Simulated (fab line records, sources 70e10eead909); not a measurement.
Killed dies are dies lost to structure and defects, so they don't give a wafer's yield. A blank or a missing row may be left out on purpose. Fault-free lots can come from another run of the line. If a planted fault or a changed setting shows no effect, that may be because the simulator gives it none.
A single fault, viewed from 2 desks -- flow nand_harc -- every desk sees just its own numbers, and what lay behind them comes last

## THE DEFECT DESK
Per lot, the means of the sampled wafers with a number show what the inspections along the route counted. A lot is out of limits, marked OUT, if its mean lies more than 4 standard deviations from the usual mean; the brackets give that distance.
Columns: A = raw_defect_count at NHARC_A_WL_FILL_INSPECT_15, usual 534
lot,first seen here,A
L802,day 22 23:28,767
L804,day 24 12:08,420
L805,day 24 12:15,564
L806,day 25 10:02,805
L807,day 25 16:06,403
L810,day 26 02:20,567
L811,day 26 20:04,486
L812,day 26 20:04,646
L813,day 27 20:47,553
L814,day 28 10:28,510
L815,day 28 10:29,476
L817,day 29 08:18,503
L818,day 29 23:02,476
This desk's verdict: no lot among the 13 shows anything out of limits.

## TOOL OWNER'S DESK, rie_si-01
The tool's own readings at NHARC_A_WL_FILL_ETCHBACK_26 (etches the open film in HBr, target depth 52 nm, time 13.3 s): means of the sampled wafers that have a number, for each lot that ran on this tool. A lot is out of limits, marked OUT, if its mean lies more than 4 standard deviations from the usual mean; the brackets give that distance.
Columns: A = drypump_motor_current_A at NHARC_A_WL_FILL_ETCHBACK_26, usual 5.6 A; B = oes_product_au at NHARC_A_WL_FILL_ETCHBACK_26, usual 0.999 a.u.; C = run_length_s at NHARC_A_WL_FILL_ETCHBACK_26, usual 34.47 s; D = throttle_valve_pct at NHARC_A_WL_FILL_ETCHBACK_26, usual 23.267 %
lot,first seen here,A,B,C,D
L802,day 22 22:20,5.6,1.000,34.25,23.268
L804,day 24 10:54,5.6,1.006,34.88,23.267
L813,day 27 19:36,5.6,1.004,33.96,23.260
L815,day 28 09:19,5.8,1.007,34.49,23.262
L817,day 29 07:09,5.8,0.991,30.58 (-13) OUT,23.258
L818,day 29 21:46,6.1,0.992,30.89 (-12) OUT,23.269
Finding of this desk: L817, L818 out of limits; the first was L817 at day 29 07:09, on run_length_s at NHARC_A_WL_FILL_ETCHBACK_26. In limits: L802, L804, L813, L815.

## TAKEN TOGETHER
An alarm could have come from the tool owner's desk at day 29 07:09, on L817, L818.
The defect desk saw nothing out of limits.
The defect desk has L817, L818 on record, within its limits.
Of the lots named, all ran NHARC_A_WL_FILL_ETCHBACK_26 on rie_si-01.

## WHAT WAS PUT IN BY THE SIMULATOR
Process parameters drifting: rie_si-01 at NHARC_A_WL_FILL_ETCHBACK_26, beginning at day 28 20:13. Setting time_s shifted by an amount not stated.
Lots struck among those shown: L817, L818.
How many hours passed from the start of the fault until each desk's first out-of-limits reading: the tool owner's desk, 11.
